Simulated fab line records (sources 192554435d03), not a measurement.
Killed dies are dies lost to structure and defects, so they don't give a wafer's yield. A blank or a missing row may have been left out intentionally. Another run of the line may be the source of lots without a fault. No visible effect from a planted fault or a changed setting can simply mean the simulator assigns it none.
Matching of chambers + flow n5Finfet + pecvd-04 running N5_PASSIVATION_PECVD_00: 3 sister chambers
The step deposits SiO2 from SiH4/N2O, target thk 200 nm, time 11.2 s. 6 wafers are shown with their chamber, then 7 later ones without.

## WAFERS, EACH WITH ITS CHAMBER
| wafer  | chamber | throttleValvePct (%) | showerheadPlenumPTorr (Torr) |
|--------|---------|----------------------|------------------------------|
| L428.5 | 0       | 51.2                 | 8.20                         |
| L434.2 | 1       | 55.3                 | 8.16                         |
| L434.4 | 0       | 51.7                 | 8.18                         |
| L434.5 | 2       | 48.3                 | 8.34                         |
| L439.1 | 1       | 55.2                 | 8.14                         |
| L439.2 | 2       | 48.4                 | 8.33                         |

## WAFERS WITH NO CHAMBER GIVEN
| wafer  | throttleValvePct (%) | showerheadPlenumPTorr (Torr) |
|--------|----------------------|------------------------------|
| L439.3 | 51.5                 | 8.20                         |
| L443.2 | 48.3                 | 8.32                         |
| L443.3 | 51.4                 | 8.19                         |
| L443.5 | 55.5                 | 8.14                         |
| L442.1 | 55.7                 | 8.10                         |
| L442.2 | 51.8                 | 8.19                         |
| L442.6 | 48.9                 | 8.34                         |

## WHICH CHAMBER EACH WENT THROUGH
| wafer  | from the rows above | in truth |
|--------|---------------------|----------|
| L439.3 | 0                   | 0        |
| L443.2 | 2                   | 2        |
| L443.3 | 0                   | 0        |
| L443.5 | 1                   | 1        |
| L442.1 | 1                   | 1        |
| L442.2 | 0                   | 0        |
| L442.6 | 2                   | 2        |
Placed correctly: 7 of 7. Can't be placed from these rows: 0. 0 placed wrongly.
How it was worked out, from the rows above alone: a wafer's distance from a chamber is the root of the sum, over the readings, of the square of ((its reading less the chamber's mean) divided by the reading's scatter). If the next closest chamber is less than 2 further off than the closest, the wafer can't be placed; otherwise it belongs to the closest. For every chamber, the mean is computed from those of its wafers that are shown. The scatter: take each reading less its chamber's mean, square it, sum over the shown wafers, divide by the number of wafers less the number of chambers, and take the root.
